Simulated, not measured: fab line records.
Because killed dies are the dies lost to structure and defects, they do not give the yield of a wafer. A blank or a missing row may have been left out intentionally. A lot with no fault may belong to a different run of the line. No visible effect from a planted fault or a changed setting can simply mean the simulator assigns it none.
fab line records	flow n5Finfet
record lots=24	wafers=72	lastDay=18
route steps=1938 shown BEOL_M2@877
lots that met no fault: from a run of the same line without faults
startH: the number of hours between the record's first day and the start of the first shown wafer of the lot	waitH: how many hours have passed since the lot's step before this one	" as in the row above	L1.1+2: one row covering several wafers at once	- no value, or no start given	* or withheld: withheld	< > ~ a bound
route shown NAME@n: a module of which the file shows steps, and the number in the route of the first	usual: the fault-free wafers' mean and standard deviation	same: alike in all rows	chamber/n: place in a boat	sites: the reading at each site	_std_site: their standard deviation	_edge_site: the outer-site mean with the inner-site mean subtracted	radiusMm: how far each site lies from the wafer's centre	mask NAME#n: copy n	behind: the tool/chamber that last shaped the wafer	hold: what put the lot on hold/how long, in hours/how the hold closed	device: whichever transistor did not switch (one of n, p or np)	end of line: at the end of the route, the tests of the same wafers	a step without rows: its recipe alone	killed: the dies lost at the first sort to structure and to defects; this is not the yield of the wafer	map: a wafer's dies, x killed, . not, _ none there
set.NAME: the setting as run; set.NAME@STEP: as run at that earlier step	model.NAME: the simulator's own value behind a step, which no gauge read
steps of the route over a sample of lots; a table a step, a row a wafer
services: when a tool's chamber went out of use (startH, in hours from the record's first day, below 0 if earlier), for how many hours, and the reason
## steps
# step N5_BEOL_M2_OVL_MEAS_29
# recipe pointsPerWafer=522
# usual V1_OVL=-0.5/0.65
lot.wafer	tool	chamber	startH	waitH	V1_OVL[nm]
L074.3	overlay-01	0	138.25	0.0	0.8
L074.4	"	0	"	"	0.8
L074.6	"	0	"	"	0.0
L075.2	overlay-01	0	146.04	0.0	-0.9
L075.4	"	0	"	"	-1.1
L075.5	"	0	"	"	-1.6
L076.1	overlay-01	0	150.79	0.0	-0.5
L076.4	"	0	"	"	-1.0
L076.6	"	0	"	"	-1.1
L078.1	overlay-01	0	151.21	0.0	-0.7
L078.4	"	0	"	"	0.4
L078.6	"	0	"	"	0.1
L077.1	overlay-02	0	155.92	0.0	-1.5
L077.3	"	0	"	"	-0.5
L077.4	"	0	"	"	0.0
L079.1	overlay-02	0	164.98	0.0	0.3
L079.5	"	0	"	"	0.0
L079.6	"	0	"	"	0.3
L080.1	overlay-01	0	177.80	0.0	-1.2
L080.3	"	0	"	"	-0.7
L080.4	"	0	"	"	-1.4
L081.2	overlay-02	0	181.25	0.0	-0.4
L081.3	"	0	"	"	-1.1
L081.4	"	0	"	"	0.2
L082.4	overlay-02	0	188.59	0.0	0.4
L082.5	"	0	"	"	-1.5
L082.6	"	0	"	"	0.0
L083.2	overlay-02	0	205.78	0.0	-0.3
L083.5	"	0	"	"	-0.1
L083.6	"	0	"	"	0.2
L084.3	overlay-02	0	209.89	0.0	-0.6
L084.5	"	0	"	"	-0.3
L084.6	"	0	"	"	0.2
L087.3	overlay-01	0	218.27	0.0	-0.6
L087.4	"	0	"	"	-0.7
L087.6	"	0	"	"	-0.2
L086.4	overlay-01	0	220.30	0.0	0.0
L086.5	"	0	"	"	-0.7
L086.6	"	0	"	"	-0.1
L088.1	overlay-02	0	222.99	0.0	0.2
L088.2	"	0	"	"	-0.3
L088.4	"	0	"	"	-0.2
L085.2	overlay-01	0	225.88	0.0	-0.9
L085.3	"	0	"	"	-0.6
L085.6	"	0	"	"	-0.8
L089.1	overlay-02	0	228.01	0.0	-1.2
L089.4	"	0	"	"	-1.2
L089.6	"	0	"	"	-0.7
L090.1	overlay-01	0	229.79	0.0	-1.2
L090.3	"	0	"	"	-1.4
L090.6	"	0	"	"	-0.7
L091.1	overlay-01	0	242.41	0.0	0.4
L091.2	"	0	"	"	-1.1
L091.3	"	0	"	"	-0.2
L092.4	overlay-01	0	244.04	0.0	0.2
L092.5	"	0	"	"	-0.1
L092.6	"	0	"	"	0.4
L093.1	overlay-01	0	251.17	0.0	-0.8
L093.2	"	0	"	"	-0.4
L093.4	"	0	"	"	0.2
L094.2	overlay-02	0	267.46	0.0	-1.0
L094.5	"	0	"	"	-0.5
L094.6	"	0	"	"	-1.2
L095.2	overlay-02	0	267.63	0.0	0.0
L095.4	"	0	"	"	-0.9
L095.6	"	0	"	"	0.4
L096.1	overlay-01	0	272.17	0.0	0.4
L096.2	"	0	"	"	-0.1
L096.3	"	0	"	"	1.0
L097.1	overlay-02	0	279.45	0.0	-0.6
L097.2	"	0	"	"	0.2
L097.5	"	0	"	"	-0.5
# step N5_BEOL_M2_ALD_98
# recipe material=SiO2	targetThkA=25	tempC=100	aldPrecursorFamily=BDEAS	aldCoReactant=O2-plasma	pulseTimeS=1	coReactantPulseTimeS=1	purgeTimeS=2	coReactantPurgeTimeS=2	aldCycles=17	pressureTorr=2
# usual heaterPowerW=83/9.4	precursorPulseHeightRel=1.001/0.019
# same pulseTimeS=1
lot.wafer	tool	chamber	startH	waitH	heaterPowerW	precursorPulseHeightRel
L074.3	aldSin-02	1	138.62	0.2	85	1.006
L074.4	"	2	"	"	77	0.995
L074.6	"	1	"	"	86	1.011
L075.2	aldSin-04	1	146.26	0.1	90	1.042
L075.4	"	2	"	"	85	1.009
L075.5	"	3	"	"	92	1.007
L076.1	aldSin-01	3	151.37	0.4	85	1.004
L076.4	"	0	"	"	62	0.980
L076.6	"	2	"	"	74	1.009
L078.1	aldSin-04	3	151.51	0.1	93	0.987
L078.4	"	0	"	"	93	0.976
L078.6	"	0	"	"	91	0.981
L077.1	aldSin-01	1	156.14	0.1	77	1.029
L077.3	"	0	"	"	63	1.004
L077.4	"	2	"	"	74	1.000
L079.1	aldSin-01	2	166.21	1.1	73	0.961
L079.5	"	1	"	"	80	1.023
L079.6	"	2	"	"	73	1.008
L080.1	aldSin-04	3	178.03	0.1	92	0.999
L080.3	"	1	"	"	86	1.021
L080.4	"	2	"	"	92	1.032
L081.2	aldSin-02	0	182.64	1.2	88	1.028
L081.3	"	1	"	"	85	0.986
L081.4	"	3	"	"	86	0.987
L082.4	aldSin-04	1	188.86	0.1	90	0.983
L082.5	"	1	"	"	90	1.020
L082.6	"	0	"	"	92	1.009
L083.2	aldSin-01	0	207.02	0.9	60	1.039
L083.5	"	0	"	"	59	1.008
L083.6	"	3	"	"	91	1.030
L084.3	aldSin-02	3	211.32	1.2	85	0.978
L084.5	"	0	"	"	86	0.988
L084.6	"	1	"	"	84	1.003
L087.3	aldSin-04	1	218.77	0.1	85	0.976
L087.4	"	0	"	"	92	0.983
L087.6	"	0	"	"	93	1.019
L086.4	aldSin-01	3	221.01	0.6	88	1.016
L086.5	"	3	"	"	90	0.985
L086.6	"	0	"	"	61	1.026
L088.1	aldSin-04	3	223.26	0.1	93	1.023
L088.2	"	1	"	"	89	0.994
L088.4	"	2	"	"	87	0.981
L085.2	aldSin-02	2	226.45	0.4	78	0.986
L085.3	"	3	"	"	85	1.011
L085.6	"	3	"	"	86	1.000
L089.1	aldSin-01	3	228.24	0.1	91	1.031
L089.4	"	0	"	"	61	0.975
L089.6	"	3	"	"	89	1.003
L090.1	aldSin-04	3	230.14	0.1	92	0.990
L090.3	"	2	"	"	90	0.968
L090.6	"	2	"	"	88	1.032
L091.1	aldSin-01	2	242.63	0.1	72	0.999
L091.2	"	0	"	"	60	0.997
L091.3	"	1	"	"	75	0.996
L092.4	aldSin-02	3	244.52	0.1	86	1.011
L092.5	"	0	"	"	88	0.999
L092.6	"	2	"	"	79	1.003
L093.1	aldSin-04	1	251.52	0.2	90	1.033
L093.2	"	2	"	"	90	0.960
L093.4	"	3	"	"	93	1.026
L094.2	aldSin-04	0	268.22	0.6	92	0.986
L094.5	"	3	"	"	91	0.968
L094.6	"	0	"	"	96	0.995
L095.2	aldSin-02	3	268.40	0.6	86	0.996
L095.4	"	1	"	"	87	1.024
L095.6	"	3	"	"	87	1.007
L096.1	aldSin-02	3	272.66	0.1	85	1.035
L096.2	"	1	"	"	84	1.019
L096.3	"	0	"	"	88	1.002
L097.1	aldSin-01	3	279.76	0.1	89	0.977
L097.2	"	2	"	"	74	1.026
L097.5	"	2	"	"	75	0.985
# step N5_BEOL_M2_STRIP_36
# recipe chemistry=N2/H2	powerW=450	tempC=40	pressureMtorr=20	rfFrequencyHz=6e+07	overashFraction=0.3	biasPowerW=7	h2Frac=0.5	n2FlowSccm=200	h2FlowSccm=200
# usual chamberPressureMTorr=20.00/0.031	drypumpMotorCurrentA=5.7/0.45	oesProductAu=0.79/0.083	rfVppV=59.0/1.4	showerheadPlenumPTorr=2.54/0.12	throttleValvePct=23.75/0.21
lot.wafer	tool	chamber	startH	waitH	chamberPressureMTorr	drypumpMotorCurrentA	oesProductAu	rfHoursCounterH	rfVppV	showerheadPlenumPTorr	throttleValvePct
L074.3	rieDiel-02	0	140.02	0.0	19.98	5.9	0.80	111	58.4	2.66	23.80
L074.4	"	1	"	"	19.99	5.4	0.81	77	62.4	2.69	23.95
L074.6	"	1	"	"	20.01	5.4	0.83	-	60.6	2.69	23.99
L075.2	rieDiel-06	3	149.26	0.0	19.98	6.3	0.93	22	58.5	2.48	23.37
L075.4	"	0	"	"	20.02	5.6	0.84	60	57.1	2.68	23.53
L075.5	"	3	"	"	20.04	6.3	0.94	-	58.7	2.48	23.35
L076.1	rieDiel-06	3	154.13	0.0	19.97	6.4	0.93	24	59.4	2.48	23.36
L076.4	"	0	"	"	20.01	5.6	0.84	-	58.9	2.68	23.51
L076.6	"	3	"	"	20.02	6.3	0.92	-	58.2	2.48	23.37
L078.1	rieDiel-02	3	154.24	0.0	19.98	5.8	0.75	186	58.4	2.52	23.48
L078.4	"	1	"	"	20.02	5.5	0.83	82	58.6	2.69	23.94
L078.6	"	2	"	"	20.02	5.4	0.69	-	59.4	2.50	23.84
L077.1	rieDiel-01	2	157.25	0.0	19.92	4.9	0.74	174	57.7	2.33	23.88
L077.3	"	0	"	"	19.99	5.0	0.70	221	58.4	2.41	23.68
L077.4	"	1	"	"	20.01	5.3	0.77	-	56.4	2.45	23.91
L079.1	rieDiel-02	1	166.59	0.0	20.01	5.4	0.82	87	56.3	2.68	23.97
L079.5	"	3	"	"	20.02	5.7	0.75	-	61.2	2.52	23.47
L079.6	"	0	"	"	20.02	5.9	0.79	-	58.5	2.66	23.80
L080.1	rieDiel-06	1	181.17	0.0	20.01	6.3	0.97	5	57.6	2.71	23.85
L080.3	"	0	"	"	20.03	5.6	0.83	72	59.8	2.68	23.54
L080.4	"	3	"	"	20.00	6.3	0.91	35	57.6	2.48	23.36
L081.2	rieDiel-06	2	200.74	0.0	20.01	5.9	0.67	217	58.6	2.52	23.99
L081.3	"	3	"	"	20.01	6.3	0.88	41	58.5	2.48	23.40
L081.4	"	1	"	"	19.99	6.4	0.94	11	60.6	2.71	23.82
L082.4	rieDiel-02	1	206.44	0.0	19.95	5.4	0.80	103	61.0	2.68	23.98
L082.5	"	2	"	"	20.03	5.4	0.68	-	61.4	2.50	23.83
L082.6	"	1	"	"	20.01	5.4	0.80	-	58.1	2.68	23.96
L083.2	rieDiel-01	1	207.62	0.0	20.02	5.3	0.80	137	59.8	2.44	23.93
L083.5	"	0	"	"	20.02	5.0	0.68	-	58.3	2.40	23.70
L083.6	"	1	"	"	20.01	5.3	0.79	-	58.5	2.44	23.92
L084.3	rieDiel-02	2	215.51	0.0	19.98	5.4	0.70	240	60.5	2.50	23.84
L084.5	"	1	"	"	19.99	5.4	0.80	-	58.3	2.67	23.95
L084.6	"	2	"	"	19.98	5.4	0.69	-	57.4	2.50	23.85
L087.3	rieDiel-06	3	219.26	0.0	20.00	6.3	0.86	48	59.0	2.47	23.41
L087.4	"	1	"	"	20.02	6.3	0.91	17	59.2	2.70	23.84
L087.6	"	0	"	"	19.96	5.6	0.81	-	60.7	2.67	23.57
L086.4	rieDiel-06	1	221.40	0.0	20.03	6.4	0.92	18	60.7	2.70	23.82
L086.5	"	3	"	"	19.98	6.3	0.88	-	58.8	2.47	23.40
L086.6	"	0	"	"	19.96	5.6	0.82	-	60.4	2.67	23.59
L085.2	rieDiel-01	1	232.01	0.0	20.04	5.3	0.78	146	58.2	2.44	23.96
L085.3	"	2	"	"	20.01	4.9	0.72	197	59.0	2.32	23.94
L085.6	"	2	"	"	20.01	4.9	0.72	-	60.9	2.32	23.96
L088.1	rieDiel-06	2	232.01	0.0	19.94	5.9	0.68	227	60.3	2.51	24.01
L088.2	"	1	"	"	19.99	6.3	0.90	22	58.7	2.70	23.88
L088.4	"	0	"	"	19.97	5.6	0.81	91	57.6	2.67	23.54
L089.1	rieDiel-01	2	236.75	0.0	19.95	4.9	0.71	198	60.6	2.32	23.96
L089.4	"	1	"	"	19.97	5.3	0.77	148	58.8	2.44	23.94
L089.6	"	3	"	"	20.02	5.6	0.88	-	58.5	2.59	23.62
L090.1	rieDiel-06	1	240.29	0.0	20.01	6.3	0.91	25	60.4	2.70	23.88
L090.3	"	2	"	"	20.01	5.9	0.68	230	57.9	2.51	23.99
L090.6	"	3	"	"	20.00	6.3	0.86	-	59.1	2.47	23.42
L092.4	rieDiel-01	2	245.51	0.0	19.97	4.9	0.71	-	60.3	2.31	23.97
L092.5	"	3	"	"	20.04	5.6	0.87	-	60.1	2.59	23.64
L092.6	"	1	"	"	19.99	5.3	0.76	-	58.5	2.44	23.94
L091.1	rieDiel-01	1	246.90	0.0	19.97	5.3	0.77	153	58.6	2.44	23.95
L091.2	"	2	"	"	19.99	4.9	0.71	203	62.2	2.31	23.96
L091.3	"	3	"	"	20.01	5.5	0.88	31	56.6	2.59	23.65
L093.1	rieDiel-01	2	256.95	0.0	20.00	4.9	0.70	209	55.8	2.31	23.96
L093.2	"	3	"	"	19.99	5.6	0.86	36	60.3	2.59	23.61
L093.4	"	1	"	"	20.01	5.3	0.75	-	56.2	2.43	23.97
L094.2	rieDiel-06	2	269.47	0.0	20.03	5.9	0.68	239	57.9	2.51	24.01
L094.5	"	1	"	"	19.98	6.2	0.88	-	59.9	2.70	23.88
L094.6	"	2	"	"	20.09	5.9	0.67	-	58.0	2.51	24.04
L095.2	rieDiel-06	1	274.44	0.0	20.05	6.3	0.89	34	57.7	2.70	23.87
L095.4	"	3	"	"	19.93	6.3	0.84	68	61.1	2.47	23.44
L095.6	"	0	"	"	20.01	5.6	0.79	-	57.7	2.66	23.57
L096.1	rieDiel-01	3	279.36	0.0	20.04	5.6	0.85	44	58.6	2.58	23.62
L096.2	"	0	"	"	19.94	5.0	0.99	8	58.7	2.72	23.40
L096.3	"	1	"	"	20.00	5.3	0.75	167	56.5	2.43	23.96
L097.1	rieDiel-06	3	287.14	0.0	19.96	6.3	0.85	72	59.4	2.46	23.46
L097.2	"	2	"	"	19.99	5.9	0.66	245	56.9	2.51	24.04
L097.5	"	1	"	"	20.01	6.4	0.88	-	61.3	2.69	23.89
# step N5_BEOL_M2_OCD_MEAS_38
# usual trenchDepthNm=55.2/0.68
lot.wafer	tool	chamber	startH	waitH	trenchDepthNm
L074.3	ocd-02	-	140.22	-	56.8
L074.4	"	-	"	"	55.9
L074.6	"	-	"	"	54.9
L075.2	ocd-02	-	149.45	-	56.0
L075.4	"	-	"	"	55.5
L075.5	"	-	"	"	56.2
L076.1	ocd-01	-	154.33	-	56.7
L076.4	"	-	"	"	54.9
L076.6	"	-	"	"	55.5
L078.1	ocd-01	-	154.44	-	55.8
L078.4	"	-	"	"	55.2
L078.6	"	-	"	"	53.8
L077.1	ocd-01	-	157.44	-	55.7
L077.3	"	-	"	"	55.5
L077.4	"	-	"	"	55.4
L079.1	ocd-02	-	166.78	-	55.2
L079.5	"	-	"	"	55.6
L079.6	"	-	"	"	56.2
L080.1	ocd-01	-	181.36	-	55.9
L080.3	"	-	"	"	54.8
L080.4	"	-	"	"	55.2
L081.2	ocd-02	-	200.94	-	54.6
L081.3	"	-	"	"	55.9
L081.4	"	-	"	"	54.6
L082.4	ocd-01	-	206.64	-	55.0
L082.5	"	-	"	"	54.9
L082.6	"	-	"	"	56.6
L083.2	ocd-02	-	207.82	-	55.4
L083.5	"	-	"	"	54.1
L083.6	"	-	"	"	54.5
L084.3	ocd-02	-	215.71	-	54.3
L084.5	"	-	"	"	55.3
L084.6	"	-	"	"	54.1
L087.3	ocd-02	-	219.47	-	55.4
L087.4	"	-	"	"	54.7
L087.6	"	-	"	"	55.3
L086.4	ocd-01	-	221.59	-	55.0
L086.5	"	-	"	"	55.4
L086.6	"	-	"	"	54.9
L088.1	ocd-01	-	232.20	-	56.3
L088.2	"	-	"	"	55.6
L088.4	"	-	"	"	55.1
L085.2	ocd-02	-	232.20	-	54.6
L085.3	"	-	"	"	55.3
L085.6	"	-	"	"	54.6
L089.1	ocd-01	-	236.94	-	54.4
L089.4	"	-	"	"	54.1
L089.6	"	-	"	"	54.4
L090.1	ocd-02	-	240.49	-	54.9
L090.3	"	-	"	"	55.1
L090.6	"	-	"	"	55.6
L092.4	ocd-02	-	245.69	-	54.6
L092.5	"	-	"	"	55.5
L092.6	"	-	"	"	54.8
L091.1	ocd-02	-	247.09	-	54.2
L091.2	"	-	"	"	55.0
L091.3	"	-	"	"	54.6
L093.1	ocd-02	-	257.14	-	54.2
L093.2	"	-	"	"	55.4
L093.4	"	-	"	"	54.8
L094.2	ocd-02	-	269.67	-	55.5
L094.5	"	-	"	"	55.9
L094.6	"	-	"	"	55.4
L095.2	ocd-02	-	274.64	-	55.5
L095.4	"	-	"	"	56.3
L095.6	"	-	"	"	54.9
L096.1	ocd-02	-	279.55	-	55.1
L096.2	"	-	"	"	56.5
L096.3	"	-	"	"	54.7
L097.1	ocd-02	-	287.33	-	55.2
L097.2	"	-	"	"	55.8
L097.5	"	-	"	"	55.5
# step N5_BEOL_M2_ANNEAL_93
# recipe tempC=400	timeS=240	ambient=vacuum
# usual heaterPowerW=829/62
lot.wafer	tool	chamber	startH	waitH	heaterPowerW
L074.3	pvdSputter-01	-	144.01	0.0	859
L074.4	"	-	"	"	755
L074.6	"	-	"	"	818
L075.2	pvdSputter-02	-	152.39	0.0	864
L075.4	"	-	"	"	1040
L075.5	"	-	"	"	941
L076.1	pvdSputter-02	-	157.07	0.0	805
L076.4	"	-	"	"	909
L076.6	"	-	"	"	859
L078.1	pvdSputter-03	-	157.09	0.0	821
L078.4	"	-	"	"	809
L078.6	"	-	"	"	814
L077.1	pvdSputter-01	-	159.72	0.0	800
L077.3	"	-	"	"	881
L077.4	"	-	"	"	864
L079.1	pvdSputter-01	-	169.62	0.0	775
L079.5	"	-	"	"	859
L079.6	"	-	"	"	791
L080.1	pvdSputter-03	-	184.43	0.1	832
L080.3	"	-	"	"	870
L080.4	"	-	"	"	746
L081.2	pvdSputter-01	-	203.49	0.0	797
L081.3	"	-	"	"	808
L081.4	"	-	"	"	755
L083.2	pvdSputter-01	-	210.53	0.0	810
L083.5	"	-	"	"	806
L083.6	"	-	"	"	798
L082.4	pvdSputter-03	-	211.06	0.1	748
L082.5	"	-	"	"	759
L082.6	"	-	"	"	865
L084.3	pvdSputter-02	-	218.56	0.0	938
L084.5	"	-	"	"	886
L084.6	"	-	"	"	802
L087.3	pvdSputter-02	-	223.29	0.0	794
L087.4	"	-	"	"	1020
L087.6	"	-	"	"	942
L086.4	pvdSputter-03	-	224.72	0.0	757
L086.5	"	-	"	"	822
L086.6	"	-	"	"	773
L085.2	pvdSputter-01	-	236.56	0.0	869
L085.3	"	-	"	"	807
L085.6	"	-	"	"	791
L088.1	pvdSputter-02	-	236.69	0.0	928
L088.2	"	-	"	"	788
L088.4	"	-	"	"	851
L089.1	pvdSputter-01	-	239.66	0.0	796
L089.4	"	-	"	"	773
L089.6	"	-	"	"	876
L090.1	pvdSputter-01	-	243.58	0.0	771
L090.3	"	-	"	"	809
L090.6	"	-	"	"	817
L092.4	pvdSputter-03	-	248.71	0.0	854
L092.5	"	-	"	"	759
L092.6	"	-	"	"	819
L091.1	pvdSputter-01	-	250.28	0.0	875
L091.2	"	-	"	"	765
L091.3	"	-	"	"	795
L093.1	pvdSputter-03	-	259.80	0.0	814
L093.2	"	-	"	"	747
L093.4	"	-	"	"	846
L094.2	pvdSputter-03	-	272.05	0.0	816
L094.5	"	-	"	"	859
L094.6	"	-	"	"	749
L095.2	pvdSputter-01	-	277.15	0.0	778
L095.4	"	-	"	"	766
L095.6	"	-	"	"	825
L096.1	pvdSputter-01	-	281.99	0.0	775
L096.2	"	-	"	"	802
L096.3	"	-	"	"	803
L097.1	pvdSputter-03	-	289.62	0.0	816
L097.2	"	-	"	"	869
L097.5	"	-	"	"	855
# step N5_BEOL_M2_SPUTTER_94
# recipe material=Cu	targetThkA=45	tempC=-20	chamberPressurePa=0.07	powerW=withheld	timeS=8.29
# usual chuckGasFlowSccm=1.27/0.054	throttleValvePct=30.0/1.2
lot.wafer	tool	chamber	startH	waitH	chuckGasFlowSccm	throttleValvePct
L074.3	pvdSputter-01	-	144.15	0.1	1.27	31.1
L074.4	"	-	"	"	1.26	30.3
L074.6	"	-	"	"	1.33	31.3
L075.2	pvdSputter-02	-	152.53	0.1	1.19	29.3
L075.4	"	-	"	"	1.24	29.6
L075.5	"	-	"	"	1.36	30.8
L076.1	pvdSputter-02	-	157.21	0.1	1.24	29.5
L076.4	"	-	"	"	1.34	30.8
L076.6	"	-	"	"	1.26	29.2
L078.1	pvdSputter-03	-	157.23	0.1	1.29	31.9
L078.4	"	-	"	"	1.30	28.0
L078.6	"	-	"	"	1.32	28.1
L077.1	pvdSputter-01	-	159.86	0.1	1.23	31.0
L077.3	"	-	"	"	1.28	31.4
L077.4	"	-	"	"	1.19	31.3
L079.1	pvdSputter-01	-	169.76	0.1	1.20	29.1
L079.5	"	-	"	"	1.33	31.4
L079.6	"	-	"	"	1.30	28.8
L080.1	pvdSputter-03	-	184.71	0.1	1.21	31.8
L080.3	"	-	"	"	1.35	28.1
L080.4	"	-	"	"	1.28	30.8
L081.2	pvdSputter-01	-	203.63	0.1	1.19	30.8
L081.3	"	-	"	"	1.20	28.7
L081.4	"	-	"	"	1.26	30.2
L083.2	pvdSputter-01	-	210.67	0.1	1.21	30.9
L083.5	"	-	"	"	1.23	29.0
L083.6	"	-	"	"	1.24	30.8
L082.4	pvdSputter-03	-	211.34	0.1	1.33	30.7
L082.5	"	-	"	"	1.28	30.7
L082.6	"	-	"	"	1.31	28.0
L084.3	pvdSputter-02	-	218.70	0.1	1.38	30.9
L084.5	"	-	"	"	1.30	29.2
L084.6	"	-	"	"	1.35	29.5
L087.3	pvdSputter-02	-	223.43	0.1	1.25	29.6
L087.4	"	-	"	"	1.27	29.6
L087.6	"	-	"	"	1.24	30.8
L086.4	pvdSputter-03	-	224.86	0.1	1.30	30.9
L086.5	"	-	"	"	1.23	27.9
L086.6	"	-	"	"	1.34	30.5
L085.2	pvdSputter-01	-	236.70	0.1	1.23	31.0
L085.3	"	-	"	"	1.30	29.2
L085.6	"	-	"	"	1.30	29.0
L088.1	pvdSputter-02	-	236.83	0.1	1.22	30.6
L088.2	"	-	"	"	1.19	29.5
L088.4	"	-	"	"	1.37	29.4
L089.1	pvdSputter-01	-	239.80	0.1	1.26	30.8
L089.4	"	-	"	"	1.22	30.4
L089.6	"	-	"	"	1.23	31.1
L090.1	pvdSputter-01	-	243.72	0.1	1.19	30.5
L090.3	"	-	"	"	1.28	31.2
L090.6	"	-	"	"	1.25	31.3
L092.4	pvdSputter-03	-	248.85	0.1	1.21	28.4
L092.5	"	-	"	"	1.33	30.7
L092.6	"	-	"	"	1.33	28.1
L091.1	pvdSputter-01	-	250.42	0.1	1.14	31.5
L091.2	"	-	"	"	1.32	30.2
L091.3	"	-	"	"	1.36	29.1
L093.1	pvdSputter-03	-	259.94	0.1	1.32	31.8
L093.2	"	-	"	"	1.17	30.7
L093.4	"	-	"	"	1.24	28.3
L094.2	pvdSputter-03	-	272.19	0.1	1.28	28.2
L094.5	"	-	"	"	1.30	28.1
L094.6	"	-	"	"	1.27	30.8
L095.2	pvdSputter-01	-	277.29	0.1	1.30	29.2
L095.4	"	-	"	"	1.26	30.2
L095.6	"	-	"	"	1.27	29.2
L096.1	pvdSputter-01	-	282.13	0.1	1.29	30.1
L096.2	"	-	"	"	1.32	29.2
L096.3	"	-	"	"	1.24	31.0
L097.1	pvdSputter-03	-	289.76	0.1	1.32	32.2
L097.2	"	-	"	"	1.23	28.4
L097.5	"	-	"	"	1.22	28.4
## services
tool	chamber	startH	hours	kind
aldSin-01	-	115.62	6.5	repair
aldSin-01	1	145.65	7.3	repair
rieDiel-06	1	152.17	-	clean
rieDiel-06	1	152.17	-	consumableReplace:focusRing
rieDiel-06	1	152.17	-	consumableReplace:showerhead
rieDiel-06	1	152.17	15.1	scheduledDown
rieDiel-06	1	152.17	15.1	ventCycle
rieDiel-02	2	170.33	32.7	repair
aldSin-01	-	178.16	14.0	pm
rieDiel-01	1	192.44	4.1	repair
pvdSputter-01	-	194.82	4.9	repair
aldSin-02	-	194.93	14.6	pm
aldSin-04	-	198.23	0.9	repair
aldSin-04	-	199.45	0.7	repair
aldSin-04	-	206.46	6.1	pm
rieDiel-06	0	243.05	2.5	repair
aldSin-02	-	248.50	2.8	pm
aldSin-02	3	255.52	6.9	repair
rieDiel-02	0	263.26	1.9	repair
aldSin-04	-	268.32	14.0	pm
aldSin-04	0	268.32	14.0	ventCycle
aldSin-04	1	268.32	14.0	ventCycle
aldSin-04	2	268.32	14.0	ventCycle
aldSin-02	2	277.39	4.2	repair
## key
fault none
